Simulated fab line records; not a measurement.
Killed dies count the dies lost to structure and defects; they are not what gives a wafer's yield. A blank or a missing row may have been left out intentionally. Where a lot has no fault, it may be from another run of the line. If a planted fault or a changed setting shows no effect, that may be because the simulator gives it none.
Chamber matching || flow n5 finfet || 4 sister chambers for N5_FIN_SAQP_ETCH_34 on rie diel-04
The step etches SiO2 in C4F6/O2, target depth 45 nm, time 15 s. 16 wafers are shown with their chamber, then 8 later ones without.

WAFERS, EACH WITH ITS CHAMBER
{"wafer": "L075.1", "chamber": 2, "drypump motor current A (A)": 6.3, "showerhead plenum p Torr (Torr)": 3.02, "throttle valve pct (%)": 21.0}
{"wafer": "L075.4", "chamber": 3, "drypump motor current A (A)": 6.3, "showerhead plenum p Torr (Torr)": 2.89, "throttle valve pct (%)": 20.6}
{"wafer": "L075.6", "chamber": 0, "drypump motor current A (A)": 5.0, "showerhead plenum p Torr (Torr)": 2.81, "throttle valve pct (%)": 21.3}
{"wafer": "L076.2", "chamber": 3, "drypump motor current A (A)": 6.3, "showerhead plenum p Torr (Torr)": 2.89, "throttle valve pct (%)": 20.7}
{"wafer": "L076.5", "chamber": 2, "drypump motor current A (A)": 6.3, "showerhead plenum p Torr (Torr)": 3.02, "throttle valve pct (%)": 21.0}
{"wafer": "L076.6", "chamber": 1, "drypump motor current A (A)": 5.8, "showerhead plenum p Torr (Torr)": 2.95, "throttle valve pct (%)": 20.9}
{"wafer": "L077.1", "chamber": 3, "drypump motor current A (A)": 6.3, "showerhead plenum p Torr (Torr)": 2.89, "throttle valve pct (%)": 20.7}
{"wafer": "L077.4", "chamber": 2, "drypump motor current A (A)": 6.3, "showerhead plenum p Torr (Torr)": 3.02, "throttle valve pct (%)": 21.1}
{"wafer": "L077.6", "chamber": 1, "drypump motor current A (A)": 5.8, "showerhead plenum p Torr (Torr)": 2.95, "throttle valve pct (%)": 20.9}
{"wafer": "L083.2", "chamber": 1, "drypump motor current A (A)": 5.8, "showerhead plenum p Torr (Torr)": 2.95, "throttle valve pct (%)": 20.9}
{"wafer": "L083.3", "chamber": 3, "drypump motor current A (A)": 6.2, "showerhead plenum p Torr (Torr)": 2.88, "throttle valve pct (%)": 20.7}
{"wafer": "L083.4", "chamber": 2, "drypump motor current A (A)": 6.2, "showerhead plenum p Torr (Torr)": 3.02, "throttle valve pct (%)": 21.1}
{"wafer": "L084.1", "chamber": 2, "drypump motor current A (A)": 6.3, "showerhead plenum p Torr (Torr)": 3.01, "throttle valve pct (%)": 21.1}
{"wafer": "L084.2", "chamber": 3, "drypump motor current A (A)": 6.3, "showerhead plenum p Torr (Torr)": 2.88, "throttle valve pct (%)": 20.7}
{"wafer": "L084.3", "chamber": 1, "drypump motor current A (A)": 5.8, "showerhead plenum p Torr (Torr)": 2.95, "throttle valve pct (%)": 20.9}
{"wafer": "L090.1", "chamber": 1, "drypump motor current A (A)": 5.8, "showerhead plenum p Torr (Torr)": 2.94, "throttle valve pct (%)": 20.9}

SIGNATURES (means of the wafers above)
{"reading": "drypump motor current A", "chamber 0": 5.000, "chamber 1": 5.800, "chamber 2": 6.280, "chamber 3": 6.280, "scatter within a chamber": 0.0365}
{"reading": "showerhead plenum p Torr", "chamber 0": 2.8100, "chamber 1": 2.9480, "chamber 2": 3.0180, "chamber 3": 2.8860, "scatter within a chamber": 0.00483}
{"reading": "throttle valve pct", "chamber 0": 21.300, "chamber 1": 20.900, "chamber 2": 21.060, "chamber 3": 20.680, "scatter within a chamber": 0.0408}
Rule: for each reading, subtract the chamber's mean from the wafer's reading, divide by that reading's scatter and square the result; add these up over the readings and take the root, which gives the wafer's distance from the chamber. If the next closest chamber is less than 2 further off than the closest, the wafer can't be placed; otherwise it belongs to the closest. The scatter: the root of (the sum of the squares of (reading less its chamber's mean) over the shown wafers, divided by (wafers less chambers)).

WAFERS WITHOUT THEIR CHAMBER
{"wafer": "L090.2", "drypump motor current A (A)": 6.2, "showerhead plenum p Torr (Torr)": 3.01, "throttle valve pct (%)": 21.1}
{"wafer": "L090.3", "drypump motor current A (A)": 5.0, "showerhead plenum p Torr (Torr)": 2.80, "throttle valve pct (%)": 21.3}
{"wafer": "L096.1", "drypump motor current A (A)": 6.2, "showerhead plenum p Torr (Torr)": 2.87, "throttle valve pct (%)": 20.7}
{"wafer": "L096.2", "drypump motor current A (A)": 5.8, "showerhead plenum p Torr (Torr)": 2.93, "throttle valve pct (%)": 20.9}
{"wafer": "L096.6", "drypump motor current A (A)": 6.3, "showerhead plenum p Torr (Torr)": 3.00, "throttle valve pct (%)": 21.1}
{"wafer": "L097.1", "drypump motor current A (A)": 6.3, "showerhead plenum p Torr (Torr)": 2.87, "throttle valve pct (%)": 20.7}
{"wafer": "L097.3", "drypump motor current A (A)": 5.8, "showerhead plenum p Torr (Torr)": 2.93, "throttle valve pct (%)": 20.9}
{"wafer": "L097.5", "drypump motor current A (A)": 5.0, "showerhead plenum p Torr (Torr)": 2.79, "throttle valve pct (%)": 21.3}

WHICH CHAMBER EACH WENT THROUGH
{"wafer": "L090.2", "from the rows above": 2, "in truth": 2}
{"wafer": "L090.3", "from the rows above": 0, "in truth": 0}
{"wafer": "L096.1", "from the rows above": 3, "in truth": 3}
{"wafer": "L096.2", "from the rows above": 1, "in truth": 1}
{"wafer": "L096.6", "from the rows above": 2, "in truth": 2}
{"wafer": "L097.1", "from the rows above": 3, "in truth": 3}
{"wafer": "L097.3", "from the rows above": 1, "in truth": 1}
{"wafer": "L097.5", "from the rows above": 0, "in truth": 0}
Correctly placed: 8 of 8. Left unplaced by these rows: 0. Wrongly placed: 0.
